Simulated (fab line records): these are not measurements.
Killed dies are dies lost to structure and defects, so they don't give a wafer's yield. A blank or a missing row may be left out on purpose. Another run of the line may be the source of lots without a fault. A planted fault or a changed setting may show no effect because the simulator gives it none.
Matching of chambers | flow nandHarc | 4 sister chambers for NHARC_A_BONDPAD_DESCUM_11 on rieDiel-05
The step chemistry O2, time 3 s. 4 wafers are shown with their chamber, then 7 later ones without.

WAFERS PAIRED WITH THEIR CHAMBERS
wafer  | chamber | drypumpMotorCurrentA (A)
L552.3 | 2       | 5.73
L552.5 | 0       | 5.70
L560.2 | 3       | 5.30
L560.4 | 1       | 5.39

WAFERS WITHOUT THEIR CHAMBER
wafer  | drypumpMotorCurrentA (A)
L560.5 | 5.29
L559.2 | 5.40
L559.3 | 5.70
L559.6 | 5.32
L557.4 | 5.41
L557.5 | 5.43
L557.6 | 5.71

CHAMBER TAKEN BY EACH
wafer  | from the rows above     | in truth
L560.5 | 3                       | 3
L559.2 | 1                       | 1
L559.3 | can't be placed: 0 or 2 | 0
L559.6 | 3                       | 3
L557.4 | 1                       | 1
L557.5 | 1                       | 1
L557.6 | can't be placed: 0 or 2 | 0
5 of 7 placed correctly. Cannot be placed on the basis of these rows: 2; the candidates contain the true chamber in 2. Placed wrongly: 0.
How it was worked out, from the rows above alone: a wafer's distance from a chamber is the root of the sum, over the readings, of the square of ((its reading less the chamber's mean) divided by the reading's scatter). The wafer belongs to the nearest chamber; if the next one is less than 2 further off, it can't be placed. The mean given for a chamber averages the wafers shown for that chamber. The scatter (one wafer shown for each chamber): square how far every hidden wafer sits from the nearest shown wafer, average those squares and take the square root.
